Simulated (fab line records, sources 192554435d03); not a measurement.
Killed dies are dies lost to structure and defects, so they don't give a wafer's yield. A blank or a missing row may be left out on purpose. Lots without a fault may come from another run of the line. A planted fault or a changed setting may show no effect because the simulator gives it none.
fab line records | flow n5_finfet
record lots=21 wafers=63 last_day=16
route steps=1938 shown BEOL_M10@1486 BEOL_M11@1554
lots that met no fault: from a run of the same line without faults
start_h: hours from the record's first day to the start of the lot's first wafer shown | wait_h: hours since the lot's step before | " the same as in the row above | L1.1+2: a row that stands for several wafers | - no value, or no start given | * or withheld: withheld | < > ~ a bound
route shown NAME@n: a module of which the file shows steps, and the number in the route of the first | usual: mean/standard deviation of fault-free wafers | same: alike in all rows | chamber/n: place in a boat | sites: the reading at each site | _std_site: their standard deviation | _edge_site: outer sites' mean less inner sites' | radius_mm: how far each site lies from the wafer's centre | mask NAME#n: copy n | behind: the tool/chamber that last shaped the wafer | hold: why the lot was held/for how many hours/how that ended | device: the transistor (n, p or np) that didn't switch | end of line: the same wafers' tests at the end of the route | a step without rows: its recipe alone | killed: dies lost to structure and defects at the first sort, not the wafer's yield | map: a wafer's dies, x killed, . not, _ none there
set.NAME: the setting as run; set.NAME@STEP: as run at that earlier step | model.NAME: the simulator's own value behind a step, which no gauge read
steps of the route over a sample of lots; a table a step, a row a wafer
services: from which hour (start_h, from the record's first day; less than 0 if before it) a tool's chamber was out of use, for how many hours, and why
## steps
# step N5_BEOL_M10_DESCUM_16
# recipe chemistry=O2 time_s=7.9 source_power_w=50 bias_power_w=20 pressure_mtorr=20 rf_frequency_hz=2.712e+07 temp_c=40 resist=CAR-ArF o2_flow_sccm=225
# usual chamber_pressure_mTorr=20.001/0.018 drypump_motor_current_A=5.7/0.52 oes_product_au=0.81/0.072 rf_vpp_V=242.7/1.1 showerhead_plenum_p_Torr=2.06/0.042 throttle_valve_pct=20.49/0.23
# columns lot.wafer tool chamber start_h wait_h chamber_pressure_mTorr drypump_motor_current_A oes_product_au rf_hours_counter_h rf_vpp_V showerhead_plenum_p_Torr throttle_valve_pct
L074.2 rie_diel-01 2 218.37 0.2 20.003 5.3 0.75 148 243.7 2.16 20.40
L074.3 " 3 " " 19.956 6.0 0.79 110 242.8 2.09 20.47
L074.4 " 0 " " 20.005 6.3 0.76 152 242.9 2.11 20.54
L075.4 rie_diel-04 2 218.50 0.0 19.989 5.4 0.89 31 242.3 2.06 20.26
L075.5 " 3 " " 19.975 6.0 0.90 - 243.5 2.05 20.22
L075.6 " 2 " " 19.997 5.4 0.90 - 240.9 2.06 20.26
L076.2 rie_diel-05 2 231.77 0.3 20.017 6.6 0.71 202 243.2 2.05 20.85
L076.3 " 0 " " 19.992 5.1 0.84 81 241.9 2.02 20.35
L076.6 " 0 " " 19.986 5.1 0.84 - 242.2 2.02 20.32
L078.2 rie_diel-05 0 232.06 0.3 19.995 5.1 0.85 82 242.7 2.02 20.34
L078.3 " 2 " " 20.014 6.7 0.72 203 243.7 2.05 20.87
L078.4 " 3 " " 20.004 5.0 0.92 - 242.6 2.04 20.25
L077.3 rie_diel-04 0 239.56 0.0 19.991 5.9 0.76 145 242.0 2.00 20.30
L077.5 " 3 " " 20.005 6.0 0.88 - 241.9 2.04 20.23
L077.6 " 2 " " 20.030 5.4 0.88 - 241.9 2.06 20.26
L079.1 rie_diel-04 3 242.80 0.0 20.033 6.0 0.90 44 243.2 2.04 20.23
L079.2 " 0 " " 19.999 5.9 0.77 146 242.2 2.00 20.30
L079.6 " 0 " " 19.991 5.9 0.77 - 243.1 2.00 20.30
L080.1 rie_diel-05 3 242.97 0.0 19.991 4.9 0.90 46 242.0 2.03 20.23
L080.3 " 2 " " 20.004 6.7 0.71 207 242.8 2.05 20.87
L080.4 " 1 " " 20.016 5.8 0.83 73 242.6 2.06 20.61
L081.1 rie_diel-01 3 246.80 0.6 20.010 6.0 0.79 120 242.8 2.08 20.42
L081.3 " 1 " " 19.957 5.8 0.65 245 242.6 2.07 21.24
L081.6 " 0 " " 20.027 6.3 0.75 - 243.7 2.10 20.53
L083.1 rie_diel-05 3 266.53 0.0 19.994 5.0 0.89 55 241.6 2.03 20.28
L083.4 " 2 " " 20.011 6.8 0.70 216 242.6 2.05 20.88
L083.5 " 3 " " 20.027 5.0 0.89 - 240.9 2.03 20.27
L082.1 rie_diel-04 0 266.69 0.0 19.998 5.9 0.76 158 241.8 1.99 20.33
L082.3 " 1 " " 20.011 5.4 0.84 87 244.3 2.13 20.52
L082.4 " 3 " " 20.006 6.0 0.89 55 241.9 2.04 20.25
L084.2 rie_diel-05 3 266.85 0.0 20.001 4.9 0.89 56 241.3 2.03 20.26
L084.3 " 1 " " 20.021 5.8 0.82 82 242.8 2.05 20.59
L084.6 " 2 " " 20.002 6.7 0.70 - 241.9 2.05 20.87
L086.2 rie_diel-01 0 273.38 0.0 20.021 6.3 0.74 173 243.9 2.10 20.56
L086.3 " 3 " " 19.986 6.0 0.78 131 243.7 2.08 20.49
L086.6 " 3 " " 20.022 6.0 0.78 - 243.8 2.08 20.46
L087.3 rie_diel-04 3 291.75 0.5 20.014 6.0 0.87 63 242.8 2.04 20.27
L087.5 " 2 " " 20.002 5.3 0.87 - 242.4 2.06 20.28
L087.6 " 1 " " 20.005 5.4 0.83 - 244.2 2.13 20.54
L089.1 rie_diel-05 1 291.91 0.5 20.022 5.8 0.81 90 242.7 2.05 20.62
L089.2 " 2 " " 20.010 6.7 0.69 226 241.0 2.05 20.89
L089.3 " 3 " " 20.018 5.0 0.88 65 242.7 2.03 20.27
L088.1 rie_diel-01 3 302.04 0.0 20.019 6.0 0.76 143 244.3 2.07 20.51
L088.5 " 1 " " 20.012 5.8 0.97 - 242.7 2.07 20.79
L088.6 " 0 " " 20.020 6.3 0.72 - 242.0 2.10 20.57
L091.2 rie_diel-04 0 310.56 0.1 19.978 5.9 0.74 173 240.4 1.99 20.34
L091.5 " 2 " " 20.005 5.4 0.85 - 242.0 2.05 20.30
L091.6 " 1 " " 20.025 5.4 0.80 - 243.4 2.12 20.52
L090.1 rie_diel-04 0 311.10 0.3 20.018 5.9 0.74 173 242.2 1.99 20.34
L090.3 " 1 " " 20.023 5.4 0.81 103 242.5 2.12 20.55
L090.5 " 3 " " 19.961 6.0 0.86 - 242.0 2.03 20.27
L093.2 rie_diel-05 1 323.12 0.1 20.020 5.8 0.81 98 242.2 2.05 20.64
L093.3 " 3 " " 19.986 4.9 0.86 79 241.8 2.02 20.31
L093.4 " 0 " " 20.031 5.1 0.81 116 242.8 2.01 20.38
L095.2 rie_diel-05 1 334.38 0.0 20.001 5.8 0.80 102 241.4 2.05 20.64
L095.5 " 2 " " 20.029 6.7 0.69 - 242.2 2.04 20.93
L095.6 " 0 " " 20.001 5.1 0.81 - 243.5 2.01 20.40
L094.3 rie_diel-01 1 338.65 0.0 20.010 5.8 0.94 16 242.5 2.07 20.82
L094.4 " 3 " " 19.991 6.0 0.76 156 242.9 2.07 20.51
L094.6 " 1 " " 19.980 5.8 0.94 - 243.8 2.07 20.80
L096.4 rie_diel-01 1 344.69 0.0 19.998 5.7 0.92 20 241.9 2.06 20.81
L096.5 " 1 " " 20.021 5.8 0.92 - 242.4 2.06 20.81
L096.6 " 0 " " 20.021 6.3 0.72 - 242.9 2.09 20.62
# step N5_BEOL_M10_STRIP_67
# recipe chemistry=CF4 resist=SiARC power_w=300 bias_power_w=75 pressure_mtorr=50 cf4_flow_sccm=150 rf_frequency_hz=6e+07
# usual chamber_pressure_mTorr=50.00/0.052 drypump_motor_current_A=5.7/0.52 oes_product_au=0.80/0.065 rf_vpp_V=270.4/1.2 showerhead_plenum_p_Torr=1.77/0.033 throttle_valve_pct=13.61/0.24
# columns lot.wafer tool chamber start_h wait_h chamber_pressure_mTorr drypump_motor_current_A oes_product_au rf_hours_counter_h rf_vpp_V showerhead_plenum_p_Torr throttle_valve_pct
L074.2 rie_diel-01 2 218.60 0.0 49.99 5.3 0.74 148 271.3 1.84 13.63
L074.3 " 3 " " 49.89 6.0 0.80 110 270.6 1.81 13.72
L074.4 " 0 " " 50.07 6.3 0.77 152 269.7 1.82 13.76
L075.4 rie_diel-04 2 218.73 0.0 50.01 5.4 0.90 31 270.3 1.74 13.24
L075.5 " 3 " " 49.95 6.0 0.89 - 269.8 1.77 13.33
L075.6 " 2 " " 50.02 5.4 0.91 - 270.7 1.74 13.23
L076.2 rie_diel-05 2 232.00 0.0 50.03 6.7 0.72 203 270.9 1.78 14.08
L076.3 " 0 " " 50.05 5.1 0.82 82 267.6 1.75 13.42
L076.6 " 0 " " 49.96 5.1 0.82 - 270.5 1.75 13.43
L078.2 rie_diel-05 0 232.29 0.0 49.89 5.1 0.82 82 269.4 1.75 13.42
L078.3 " 2 " " 49.97 6.7 0.71 203 271.6 1.78 14.07
L078.4 " 3 " " 49.97 5.0 0.89 - 271.2 1.77 13.50
L077.3 rie_diel-04 0 239.79 0.0 49.95 5.9 0.77 145 269.3 1.73 13.59
L077.5 " 3 " " 49.97 6.0 0.89 - 272.1 1.77 13.33
L077.6 " 2 " " 49.96 5.3 0.88 - 271.4 1.74 13.26
L079.1 rie_diel-04 3 243.03 0.0 50.00 6.0 0.89 44 268.6 1.77 13.32
L079.2 " 0 " " 50.00 5.9 0.76 147 269.0 1.73 13.57
L079.6 " 0 " " 49.97 5.9 0.76 - 270.8 1.73 13.59
L080.1 rie_diel-05 3 243.20 0.0 50.00 5.0 0.88 46 270.1 1.77 13.49
L080.3 " 2 " " 49.92 6.7 0.72 207 271.0 1.78 14.08
L080.4 " 1 " " 49.99 5.8 0.83 73 269.3 1.73 13.50
L081.1 rie_diel-01 3 247.03 0.0 49.95 5.9 0.78 120 270.4 1.81 13.73
L081.3 " 1 " " 49.87 5.8 0.68 245 269.9 1.74 14.11
L081.6 " 0 " " 49.93 6.3 0.76 - 270.7 1.82 13.77
L083.1 rie_diel-05 3 266.76 0.0 50.00 4.9 0.87 55 271.4 1.77 13.50
L083.4 " 2 " " 50.06 6.6 0.71 216 269.6 1.77 14.10
L083.5 " 3 " " 49.95 4.9 0.88 - 270.5 1.77 13.51
L082.1 rie_diel-04 0 266.92 0.0 49.96 5.9 0.75 158 269.0 1.73 13.59
L082.3 " 1 " " 50.03 5.4 0.81 87 269.4 1.79 13.58
L082.4 " 3 " " 49.99 6.0 0.87 55 271.4 1.77 13.36
L084.2 rie_diel-05 3 267.09 0.0 50.01 5.0 0.88 56 270.2 1.77 13.52
L084.3 " 1 " " 49.95 5.8 0.83 82 271.9 1.73 13.50
L084.6 " 2 " " 49.93 6.7 0.70 - 271.8 1.77 14.08
L086.2 rie_diel-01 0 273.61 0.0 49.99 6.3 0.76 173 272.1 1.82 13.80
L086.3 " 3 " " 49.98 6.0 0.78 131 271.0 1.81 13.77
L086.6 " 3 " " 49.98 6.0 0.78 - 270.9 1.81 13.75
L087.3 rie_diel-04 3 291.98 0.0 50.07 6.0 0.86 63 268.1 1.76 13.39
L087.5 " 2 " " 50.02 5.4 0.86 - 269.0 1.73 13.29
L087.6 " 1 " " 50.03 5.4 0.81 - 270.7 1.79 13.58
L089.1 rie_diel-05 1 292.14 0.0 50.01 5.8 0.81 90 270.0 1.73 13.55
L089.2 " 2 " " 50.04 6.7 0.70 226 270.3 1.77 14.11
L089.3 " 3 " " 50.03 5.0 0.86 65 270.0 1.77 13.52
L088.1 rie_diel-01 3 302.27 0.0 50.01 6.0 0.77 143 270.1 1.80 13.81
L088.5 " 1 " " 49.92 5.7 0.94 - 270.1 1.74 13.53
L088.6 " 0 " " 50.07 6.3 0.74 - 269.4 1.81 13.83
L091.2 rie_diel-04 0 310.79 0.0 49.99 5.9 0.74 173 269.5 1.72 13.64
L091.5 " 2 " " 49.98 5.3 0.85 - 271.2 1.73 13.29
L091.6 " 1 " " 49.98 5.4 0.80 - 272.1 1.79 13.60
L090.1 rie_diel-04 0 311.34 0.0 50.07 5.9 0.74 174 270.9 1.72 13.64
L090.3 " 1 " " 50.00 5.4 0.79 103 271.3 1.79 13.62
L090.5 " 3 " " 49.92 6.0 0.85 - 268.7 1.76 13.40
L093.2 rie_diel-05 1 323.35 0.0 50.04 5.7 0.80 98 270.4 1.73 13.55
L093.3 " 3 " " 50.08 5.0 0.85 79 270.4 1.76 13.56
L093.4 " 0 " " 49.96 5.1 0.79 116 270.1 1.74 13.51
L095.2 rie_diel-05 1 334.61 0.0 49.98 5.8 0.80 102 269.2 1.73 13.55
L095.5 " 2 " " 50.08 6.7 0.70 - 270.4 1.77 14.16
L095.6 " 0 " " 50.05 5.1 0.79 - 268.4 1.74 13.50
L094.3 rie_diel-01 1 338.88 0.0 50.09 5.7 0.91 16 270.1 1.73 13.57
L094.4 " 3 " " 50.00 6.0 0.76 156 269.9 1.80 13.82
L094.6 " 1 " " 50.07 5.7 0.91 - 270.8 1.73 13.58
L096.4 rie_diel-01 1 344.92 0.0 49.98 5.7 0.91 20 271.4 1.73 13.57
L096.5 " 1 " " 50.00 5.7 0.90 - 269.8 1.73 13.57
L096.6 " 0 " " 50.05 6.3 0.73 - 271.0 1.81 13.88
# step N5_BEOL_M10_SURFACE_TREAT_76
# recipe gas=Ar time_s=* ion_energy_ev=* ion_current_ma_cm2=0.5 pressure_mtorr=* ar_flow_sccm=30
# usual throttle_valve_pct=*
# columns lot.wafer tool chamber start_h wait_h throttle_valve_pct
L074.2 pvd_sputter-01 - 222.64 0.3 *
L074.3 " - " " *
L074.4 " - " " *
L075.4 pvd_sputter-01 - 223.20 0.8 *
L075.5 " - " " *
L075.6 " - " " *
L076.2 pvd_sputter-03 - 236.65 0.8 *
L076.3 " - " " *
L076.6 " - " " *
L078.2 pvd_sputter-02 - 237.74 0.2 *
L078.3 " - " " *
L078.4 " - " " *
L077.3 pvd_sputter-03 - 242.88 0.2 *
L077.5 " - " " *
L077.6 " - " " *
L080.1 pvd_sputter-03 - 246.43 0.2 *
L080.3 " - " " *
L080.4 " - " " *
L079.1 pvd_sputter-03 - 247.08 0.2 *
L079.2 " - " " *
L079.6 " - " " *
L081.1 pvd_sputter-02 - 250.65 0.2 *
L081.3 " - " " *
L081.6 " - " " *
L082.1 pvd_sputter-01 - 270.38 0.3 *
L082.3 " - " " *
L082.4 " - " " *
L083.1 pvd_sputter-01 - 270.42 0.3 *
L083.4 " - " " *
L083.5 " - " " *
L084.2 pvd_sputter-01 - 271.10 0.3 *
L084.3 " - " " *
L084.6 " - " " *
L086.2 pvd_sputter-01 - 276.76 0.2 *
L086.3 " - " " *
L086.6 " - " " *
L089.1 pvd_sputter-01 - 296.87 1.1 *
L089.2 " - " " *
L089.3 " - " " *
L087.3 pvd_sputter-01 - 296.95 0.7 *
L087.5 " - " " *
L087.6 " - " " *
L088.1 pvd_sputter-02 - 306.67 0.2 *
L088.5 " - " " *
L088.6 " - " " *
L090.1 pvd_sputter-03 - 314.67 0.2 *
L090.3 " - " " *
L090.5 " - " " *
L091.2 pvd_sputter-01 - 314.88 0.3 *
L091.5 " - " " *
L091.6 " - " " *
L093.2 pvd_sputter-02 - 328.94 2.0 *
L093.3 " - " " *
L093.4 " - " " *
L095.2 pvd_sputter-03 - 337.48 0.2 *
L095.5 " - " " *
L095.6 " - " " *
L094.3 pvd_sputter-02 - 341.49 0.2 *
L094.4 " - " " *
L094.6 " - " " *
L096.4 pvd_sputter-01 - 347.15 0.3 *
L096.5 " - " " *
L096.6 " - " " *
# step N5_BEOL_M10_THK_MEAS_53
# recipe thk_meas_gauge=xrf reads=Cu_of_BEOL_M10_ECD_50
# usual M10_THK=143/4.3
# columns lot.wafer tool chamber start_h wait_h M10_THK[nm]
L074.2 film_metro-02 - 224.20 - 148
L074.3 " - " " 138
L074.4 " - " " 146
L075.4 film_metro-02 - 224.50 0.2 142
L075.5 " - " " 143
L075.6 " - " " 143
L076.2 film_metro-01 - 238.09 - 140
L076.3 " - " " 149
L076.6 " - " " 140
L078.2 film_metro-02 - 239.09 - 149
L078.3 " - " " 140
L078.4 " - " " 151
L077.3 film_metro-02 - 244.29 - 143
L077.5 " - " " 149
L077.6 " - " " 138
L080.1 film_metro-02 - 247.54 - 143
L080.3 " - " " 145
L080.4 " - " " 137
L079.1 film_metro-02 - 248.14 - 150
L079.2 " - " " 137
L079.6 " - " " 149
L081.1 film_metro-01 - 251.68 - 142
L081.3 " - " " 146
L081.6 " - " " 148
L083.1 film_metro-01 - 271.57 - 150
L083.4 " - " " 138
L083.5 " - " " 137
L082.1 film_metro-02 - 271.65 - 144
L082.3 " - " " 141
L082.4 " - " " 140
L084.2 film_metro-02 - 272.12 - 142
L084.3 " - " " 142
L084.6 " - " " 140
L086.2 film_metro-01 - 278.37 - 146
L086.3 " - " " 135
L086.6 " - " " 145
L089.1 film_metro-01 - 298.65 - 146
L089.2 " - " " 144
L089.3 " - " " 130
L087.3 film_metro-02 - 298.67 - 143
L087.5 " - " " 142
L087.6 " - " " 141
L088.1 film_metro-01 - 307.70 - 139
L088.5 " - " " 149
L088.6 " - " " 143
L090.1 film_metro-01 - 316.37 - 142
L090.3 " - " " 142
L090.5 " - " " 130
L091.2 film_metro-01 - 316.76 - 149
L091.5 " - " " 147
L091.6 " - " " 148
L093.2 film_metro-02 - 329.99 - 146
L093.3 " - " " 145
L093.4 " - " " 140
L095.2 film_metro-02 - 338.57 - 141
L095.5 " - " " 140
L095.6 " - " " 138
L094.3 film_metro-02 - 342.94 - 139
L094.4 " - " " 150
L094.6 " - " " 142
L096.4 film_metro-01 - 348.26 - 134
L096.5 " - " " 148
L096.6 " - " " 145
# step N5_BEOL_M11_ETCH_62
# recipe chemistry=N2/H2 target=SOC target_depth_a=1100 overetch_a=220 mask_material=SiARC temp_c=40 time_s=165 ion_energy_ev=200 pressure_mtorr=30 source_w=840 bias_w=150 n2_flow_sccm=200 h2_flow_sccm=200
# usual chamber_pressure_mTorr=30.000/0.025 drypump_motor_current_A=5.6/0.5 oes_product_au=0.68/0.072 rf_vpp_V=524/3.3 showerhead_plenum_p_Torr=2.54/0.12 throttle_valve_pct=17.81/0.28
# columns lot.wafer tool chamber start_h wait_h chamber_pressure_mTorr drypump_motor_current_A oes_product_au rf_hours_counter_h rf_vpp_V showerhead_plenum_p_Torr throttle_valve_pct
L074.2 rie_diel-06 3 227.71 0.0 29.984 4.7 0.69 107 525 2.55 17.79
L074.3 " 2 " " 30.001 4.7 0.59 242 523 2.50 18.20
L074.4 " 0 " " 29.979 6.2 0.60 233 519 2.42 18.40
L075.4 rie_diel-02 0 227.77 0.0 29.990 5.7 0.62 155 520 2.35 18.29
L075.5 " 0 " " 30.046 5.8 0.63 - 518 2.35 18.28
L075.6 " 3 " " 30.030 6.0 0.80 - 527 2.62 17.53
L076.2 rie_diel-02 2 240.19 0.0 29.962 5.7 0.70 93 522 2.44 17.78
L076.3 " 3 " " 30.006 6.0 0.80 18 525 2.61 17.53
L076.6 " 0 " " 29.979 5.7 0.63 - 519 2.35 18.28
L078.2 rie_diel-03 2 242.86 0.0 29.979 5.3 0.70 69 523 2.47 17.80
L078.3 " 1 " " 30.036 5.0 0.72 53 528 2.70 17.64
L078.4 " 3 " " 29.994 6.4 0.58 - 521 2.39 17.85
L077.3 rie_diel-02 3 246.38 0.0 30.024 6.0 0.79 21 525 2.61 17.53
L077.5 " 3 " " 29.969 6.0 0.79 - 527 2.61 17.54
L077.6 " 0 " " 29.971 5.7 0.63 - 518 2.35 18.29
L080.1 rie_diel-06 3 249.73 0.0 29.990 4.8 0.68 113 523 2.55 17.79
L080.3 " 0 " " 30.000 6.2 0.60 239 521 2.42 18.39
L080.4 " 1 " " 30.016 5.4 0.66 - 527 2.64 17.48
L079.1 rie_diel-03 1 251.24 0.0 29.997 5.0 0.71 56 528 2.70 17.64
L079.2 " 3 " " 30.006 6.5 0.58 261 520 2.39 17.86
L079.6 " 1 " " 29.971 5.0 0.72 - 528 2.70 17.64
L081.1 rie_diel-02 0 254.80 0.0 29.990 5.7 0.62 164 518 2.35 18.29
L081.3 " 3 " " 29.968 6.0 0.78 24 525 2.61 17.53
L081.6 " 0 " " 30.017 5.7 0.62 - 519 2.35 18.31
L083.1 rie_diel-06 3 273.25 0.0 30.004 4.7 0.67 124 524 2.54 17.81
L083.4 " 1 " " 30.024 5.4 0.65 - 528 2.63 17.48
L083.5 " 0 " " 30.018 6.2 0.59 - 520 2.41 18.43
L082.1 rie_diel-03 0 273.49 0.0 29.993 6.0 0.59 216 525 2.63 17.75
L082.3 " 2 " " 30.014 5.3 0.69 82 520 2.46 17.84
L082.4 " 2 " " 29.995 5.3 0.69 - 522 2.46 17.84
L084.2 rie_diel-06 1 275.67 0.0 29.989 5.4 0.65 129 528 2.63 17.50
L084.3 " 0 " " 29.982 6.2 0.59 251 521 2.41 18.41
L084.6 " 1 " " 30.020 5.4 0.65 - 526 2.63 17.51
L086.2 rie_diel-03 1 281.38 0.0 29.974 5.1 0.70 69 526 2.69 17.66
L086.3 " 2 " " 30.029 5.3 0.68 86 522 2.46 17.84
L086.6 " 0 " " 29.956 5.9 0.59 - 525 2.63 17.75
L089.1 rie_diel-06 2 300.78 0.1 29.986 4.7 0.82 6 522 2.50 17.74
L089.2 " 1 " " 29.996 5.4 0.64 141 527 2.63 17.53
L089.3 " 1 " " 30.027 5.4 0.64 - 527 2.63 17.53
L087.3 rie_diel-02 1 301.45 0.0 29.938 5.5 0.76 15 522 2.48 17.74
L087.5 " 1 " " 29.996 5.5 0.77 - 525 2.48 17.75
L087.6 " 2 " " 29.943 5.7 0.68 - 522 2.43 17.82
L088.1 rie_diel-03 3 310.29 0.0 29.999 6.5 0.81 12 529 2.71 17.40
L088.5 " 2 " " 29.936 5.3 0.68 - 521 2.46 17.87
L088.6 " 3 " " 30.031 6.4 0.80 - 529 2.71 17.40
L090.1 rie_diel-03 3 318.37 0.0 30.031 6.4 0.79 15 528 2.71 17.40
L090.3 " 1 " " 30.001 5.0 0.69 81 529 2.69 17.67
L090.5 " 0 " " 29.976 6.0 0.58 - 526 2.62 17.78
L091.2 rie_diel-02 2 319.59 0.0 29.999 5.7 0.67 124 521 2.43 17.83
L091.5 " 0 " " 29.969 5.7 0.60 - 517 2.34 18.33
L091.6 " 3 " " 29.981 6.0 0.76 - 525 2.61 17.56
L093.2 rie_diel-03 3 332.44 0.0 29.989 6.4 0.79 19 528 2.70 17.41
L093.3 " 2 " " 30.034 5.3 0.67 100 521 2.45 17.86
L093.4 " 0 " " 30.029 6.0 0.58 233 526 2.62 17.79
L095.2 rie_diel-03 2 341.26 0.0 29.997 5.3 0.67 103 522 2.45 17.86
L095.5 " 0 " " 29.997 6.0 0.57 - 526 2.62 17.78
L095.6 " 3 " " 30.004 6.4 0.78 - 527 2.70 17.42
L094.3 rie_diel-03 2 345.07 0.0 30.012 5.2 0.67 104 522 2.45 17.87
L094.4 " 1 " " 29.981 5.0 0.68 89 527 2.69 17.70
L094.6 " 2 " " 30.005 5.3 0.67 - 521 2.45 17.88
L096.4 rie_diel-03 3 350.72 0.0 29.992 6.5 0.77 25 527 2.70 17.41
L096.5 " 2 " " 29.969 5.2 0.66 - 521 2.45 17.89
L096.6 " 1 " " 29.997 5.0 0.68 - 529 2.68 17.70
# step N5_BEOL_M11_STRIP_19
# recipe chemistry=O2 power_w=400 temp_c=40 pressure_mtorr=30 rf_frequency_hz=6e+07 bias_power_w=0 overash_fraction=0.2 o2_flow_sccm=225
# usual chamber_pressure_mTorr=30.00/0.04 drypump_motor_current_A=5.5/0.57 oes_product_au=0.81/0.094 rf_vpp_V=3.7/0.57 showerhead_plenum_p_Torr=2.10/0.094 throttle_valve_pct=16.70/0.24
# same overash_fraction=0.2
# columns lot.wafer tool chamber start_h wait_h chamber_pressure_mTorr drypump_motor_current_A oes_product_au rf_hours_counter_h rf_vpp_V showerhead_plenum_p_Torr throttle_valve_pct
L074.2 rie_diel-02 3 228.01 0.1 30.05 6.0 0.94 15 4.1 2.13 16.28
L074.3 " 1 " " 30.04 5.4 0.70 245 4.1 2.07 17.20
L074.4 " 0 " " 30.05 5.7 0.74 155 4.5 1.94 17.00
L075.4 rie_diel-06 2 228.07 0.1 29.96 4.7 0.68 242 3.3 2.06 17.01
L075.5 " 2 " " 29.98 4.7 0.68 - 3.9 2.06 17.01
L075.6 " 1 " " 30.04 5.4 0.78 - 3.7 2.18 16.48
L076.2 rie_diel-03 1 240.48 0.1 29.98 5.0 0.86 52 4.1 2.22 16.38
L076.3 " 3 " " 29.96 6.5 0.68 256 3.2 1.98 16.86
L076.6 " 1 " " 29.99 5.0 0.85 - 3.6 2.22 16.39
L078.2 rie_diel-03 1 243.16 0.1 30.02 5.0 0.85 53 4.3 2.22 16.39
L078.3 " 2 " " 30.03 5.3 0.83 69 3.9 2.05 16.83
L078.4 " 3 " " 29.98 6.5 0.69 - 4.2 1.98 16.86
L077.3 rie_diel-03 1 246.68 0.1 30.00 5.0 0.85 54 3.9 2.22 16.37
L077.5 " 2 " " 30.04 5.3 0.83 - 4.0 2.05 16.81
L077.6 " 3 " " 30.04 6.5 0.68 - 2.7 1.98 16.87
L080.1 rie_diel-03 2 250.21 0.3 30.06 5.2 0.83 72 3.3 2.05 16.82
L080.3 " 1 " " 29.95 5.0 0.86 56 3.0 2.21 16.41
L080.4 " 3 " " 29.97 6.5 0.68 - 2.8 1.98 16.85
L079.1 rie_diel-06 0 251.56 0.1 29.99 6.2 0.70 240 3.7 1.97 17.12
L079.2 " 1 " " 29.93 5.4 0.77 118 3.6 2.18 16.49
L079.6 " 1 " " 30.01 5.4 0.76 - 3.8 2.18 16.48
L081.1 rie_diel-06 0 255.12 0.1 30.00 6.3 0.69 242 3.1 1.97 17.10
L081.3 " 1 " " 29.98 5.4 0.76 120 3.6 2.18 16.49
L081.6 " 0 " " 29.96 6.2 0.69 - 3.9 1.97 17.11
L083.1 rie_diel-06 1 273.55 0.1 30.00 5.4 0.76 128 4.2 2.18 16.51
L083.4 " 0 " " 29.98 6.3 0.68 - 3.3 1.96 17.13
L083.5 " 3 " " 30.05 4.7 0.81 - 3.6 2.10 16.79
L082.1 rie_diel-02 2 273.78 0.1 29.92 5.6 0.81 106 4.3 2.02 16.67
L082.3 " 0 " " 30.10 5.7 0.72 170 4.4 1.93 17.03
L082.4 " 3 " " 30.03 6.0 0.91 31 3.4 2.13 16.34
L084.2 rie_diel-03 2 275.98 0.1 30.02 5.3 0.83 83 3.7 2.04 16.86
L084.3 " 1 " " 30.09 5.0 0.83 67 3.6 2.21 16.42
L084.6 " 3 " " 29.96 6.4 1.03 - 3.6 2.24 16.35
L086.2 rie_diel-02 0 282.04 0.4 29.95 5.8 0.72 174 3.7 1.93 17.06
L086.3 " 1 " " 30.06 5.4 0.94 7 3.8 2.07 16.70
L086.6 " 2 " " 30.03 5.7 0.81 - 5.1 2.02 16.70
L089.1 rie_diel-02 2 301.32 0.2 30.00 5.6 0.81 117 3.4 2.02 16.70
L089.2 " 0 " " 30.02 5.8 0.72 181 5.3 1.93 17.05
L089.3 " 1 " " 29.95 5.4 0.92 15 4.4 2.07 16.73
L087.3 rie_diel-06 2 301.79 0.1 29.99 4.8 0.95 - 3.6 2.06 16.55
L087.5 " 2 " " 29.96 4.8 0.98 - 3.6 2.06 16.54
L087.6 " 1 " " 30.00 5.4 0.75 - 4.5 2.17 16.52
L088.1 rie_diel-06 3 310.59 0.1 30.03 4.7 0.79 128 3.2 2.10 16.79
L088.5 " 1 " " 29.96 5.4 0.74 - 3.4 2.17 16.56
L088.6 " 2 " " 30.04 4.7 0.94 - 2.7 2.06 16.52
L090.1 rie_diel-02 3 318.70 0.1 30.03 6.0 0.89 36 3.4 2.13 16.34
L090.3 " 2 " " 30.04 5.7 0.79 124 4.7 2.02 16.72
L090.5 " 2 " " 30.05 5.7 0.78 - 4.5 2.02 16.72
L091.2 rie_diel-06 2 319.89 0.1 29.99 4.8 0.93 14 4.3 2.06 16.56
L091.5 " 0 " " 29.93 6.2 0.96 - 4.0 2.22 16.66
L091.6 " 2 " " 29.98 4.7 0.94 - 4.2 2.06 16.53
L093.2 rie_diel-03 0 332.74 0.1 30.00 5.9 0.66 234 3.7 2.17 16.79
L093.3 " 3 " " 30.04 6.4 0.94 19 3.8 2.24 16.38
L093.4 " 2 " " 29.97 5.3 0.80 100 3.1 2.04 16.90
L095.2 rie_diel-06 0 341.55 0.1 30.02 6.2 0.94 12 3.2 2.22 16.66
L095.5 " 1 " " 29.97 5.3 0.74 - 3.2 2.17 16.55
L095.6 " 2 " " 30.00 4.7 0.91 - 3.5 2.05 16.53
L094.3 rie_diel-03 1 345.37 0.1 30.04 5.0 0.81 89 3.3 2.20 16.46
L094.4 " 3 " " 30.06 6.5 0.92 23 4.0 2.23 16.42
L094.6 " 3 " " 30.21 6.5 0.92 - 4.2 2.23 16.41
L096.4 rie_diel-06 2 351.02 0.1 29.95 4.8 0.90 24 3.7 2.05 16.55
L096.5 " 1 " " 30.00 5.4 0.74 - 2.3 2.17 16.55
L096.6 " 0 " " 29.99 6.2 0.94 - 3.4 2.22 16.69
## services
# columns tool chamber start_h hours kind
rie_diel-05 1 230.89 5.4 repair
rie_diel-04 2 242.38 12.5 repair
rie_diel-03 3 257.80 - clean
rie_diel-03 3 257.80 - consumable_replace:focus_ring
rie_diel-03 3 257.80 - consumable_replace:showerhead
rie_diel-06 2 262.16 - clean
rie_diel-06 2 262.16 - consumable_replace:focus_ring
rie_diel-06 2 262.16 25.1 scheduled_down
rie_diel-06 2 262.16 25.1 vent_cycle
rie_diel-03 0 274.83 3.8 repair
rie_diel-06 3 276.39 6.5 repair
rie_diel-02 3 277.39 11.6 repair
rie_diel-06 0 287.31 - clean
rie_diel-06 0 287.31 - consumable_replace:focus_ring
rie_diel-06 3 289.56 18.8 repair
rie_diel-02 3 297.64 18.1 repair
rie_diel-05 2 298.44 8.7 repair
rie_diel-02 1 303.65 4.8 repair
rie_diel-06 1 313.27 20.2 repair
rie_diel-01 2 319.59 4.7 repair
rie_diel-02 0 320.60 12.9 repair
rie_diel-05 3 327.61 10.9 repair
rie_diel-03 2 336.02 2.5 repair
rie_diel-01 - 342.20 0.2 repair
## key
fault none
